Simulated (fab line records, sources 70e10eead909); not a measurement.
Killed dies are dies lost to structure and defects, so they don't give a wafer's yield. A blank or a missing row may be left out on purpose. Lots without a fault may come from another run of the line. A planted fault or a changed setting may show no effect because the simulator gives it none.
Chamber matching | flow nand_harc | NHARC_A_BLC_ETCH_16 on rie_diel-12: 4 sister chambers
The step etches the open film in CF4, target depth 39 nm, time 65 s. 4 wafers are shown with their chamber, then 7 later ones without.

WAFERS WITH THEIR CHAMBER
wafer  | chamber | rf_vpp_V (V)
L199.4 | 3       | 150.0
L199.6 | 0       | 151.5
L201.2 | 1       | 152.4
L201.4 | 2       | 153.4

WAFERS WITHOUT THEIR CHAMBER
wafer  | rf_vpp_V (V)
L201.6 | 153.5
L205.3 | 152.7
L205.4 | 150.2
L205.6 | 151.4
L213.3 | 153.5
L213.5 | 151.5
L213.6 | 152.2

WHICH CHAMBER EACH WENT THROUGH
wafer  | from the rows above | in truth
L201.6 | 2                   | 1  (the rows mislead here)
L205.3 | 1                   | 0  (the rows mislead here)
L205.4 | 3                   | 3
L205.6 | 0                   | 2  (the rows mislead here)
L213.3 | 2                   | 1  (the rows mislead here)
L213.5 | 0                   | 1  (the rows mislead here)
L213.6 | 1                   | 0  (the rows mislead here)
Placed correctly: 1 of 7. Can't be placed from these rows: 0. Placed wrongly: 6.
How it was worked out, from the rows above alone: a wafer's distance from a chamber is the root of the sum, over the readings, of the square of ((its reading less the chamber's mean) divided by the reading's scatter). The wafer belongs to the nearest chamber; if the next one is less than 2 further off, it can't be placed. A chamber's mean is the mean of its shown wafers. The scatter: with one shown wafer a chamber, the root of the mean of the squares of how far each hidden wafer lies from its nearest shown one.
